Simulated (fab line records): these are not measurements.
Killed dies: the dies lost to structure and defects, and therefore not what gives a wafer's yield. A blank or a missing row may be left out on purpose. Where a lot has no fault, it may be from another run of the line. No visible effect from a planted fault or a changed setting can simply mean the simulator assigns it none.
8D (eight disciplines) problem report, filled in by code || flow nand harc || the parts of the form that need people (team, actions taken, sign-off) are left out

## 1. PROBLEM STATEMENT
thk nm at NHARC_A_SGD_CUT_THK_MEAS_22 reads a mean of 132.9 nm on 5 wafers of 3 lots; wafers without a fault read 148.1 nm with a standard deviation of 1.4. Measured from the usual mean, that is -11 standard deviations.
The step: measures by ellipsometry.
Seen first at day 24 01:49 on film metro-01, wafer L868.5. Wafers with a number at this step in the record: 37, from 13 lots. By rule, "out" or "out of limits" means more than 4 standard deviations away from the usual mean. The other wafers with a number count as sound.

## 2. WHAT IT IS, WHAT IT ISN'T
{"question": "which readings at this step", "is": "thk nm", "is not": "-"}
{"question": "which lots", "is": "L868, L869, L870", "is not": "L858, L859, L861, L863, L864, L874, L876, L877, L879, L881"}
{"question": "which wafers of those lots", "is": "L868.5, L869.5, L869.6, L870.5, L870.6", "is not": "L868.2, L869.2"}
{"question": "read on which gauges", "is": "film metro-01, film metro-02", "is not": "-"}
{"question": "when", "is": "from day 24 01:49", "is not": "up to then (17 sound wafers); but 15 sound wafers of L874, L876, L877, L879, L881 came after"}

## 3. SUSPECTS, AND WHAT RULES EACH OUT
Counting: if a tool at a process step up to the reading ran every lot that is out, it stays a suspect. Sound lots after the first of them don't rule it out here, since some wafers of a struck lot are sound.
- the gauge at NHARC_A_SGD_CUT_THK_MEAS_22 is ruled out. 2 gauges (film metro-01, film metro-02) read the wafers that are out.
- fcvd-02 at NHARC_A_SGD_CUT_DEP_20 (deposits SiO2, target thk 150 nm): kept. It processed each lot that is out (first: L869, day 23 19:52); up to then, its last sound lot is L864 (day 21 07:49).
Left after counting: fcvd-02 at NHARC_A_SGD_CUT_DEP_20.

## 4. THE CAUSE (what the simulator had put in)
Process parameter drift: fcvd-02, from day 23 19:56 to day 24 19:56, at NHARC_A_SGD_CUT_DEP_20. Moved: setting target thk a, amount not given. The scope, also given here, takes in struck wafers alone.
This tool alone remained once counting was done.

## 5. THE EFFECT CHAIN, in route order
Rows list readings where the struck wafers' mean (over those with a number) sits beyond 3 standard deviations from the usual. Scope: only readings with a usual standard deviation given in the record; hours: median across lots of the time from each lot's start at the first step in this table that gives one to its start at this step; sigmas: change in usual standard deviations.
{"hours": 0, "step": "NHARC_A_SGD_CUT_THK_MEAS_22", "reading": "thk nm", "usual": "148.1 nm", "on struck wafers": 132.9, "change": -15.2, "sigmas": -11}
Later steps that measure or inspect, where all struck wafers having a row at the step show a number for every such reading and not one has moved that far: NHARC_END_SORT_01.

## 6. HOW IT WOULD HAVE BEEN CAUGHT EARLIER
In this record the first reading out of limits at a measuring or inspecting step was taken at day 24 01:49, 6 hours after the fault began at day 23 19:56.
Among the 3 lots that are out, L870 began NHARC_A_SGD_CUT_DEP_20 on fcvd-02 after day 24 01:49. Putting the tool on hold at that point would have spared it.
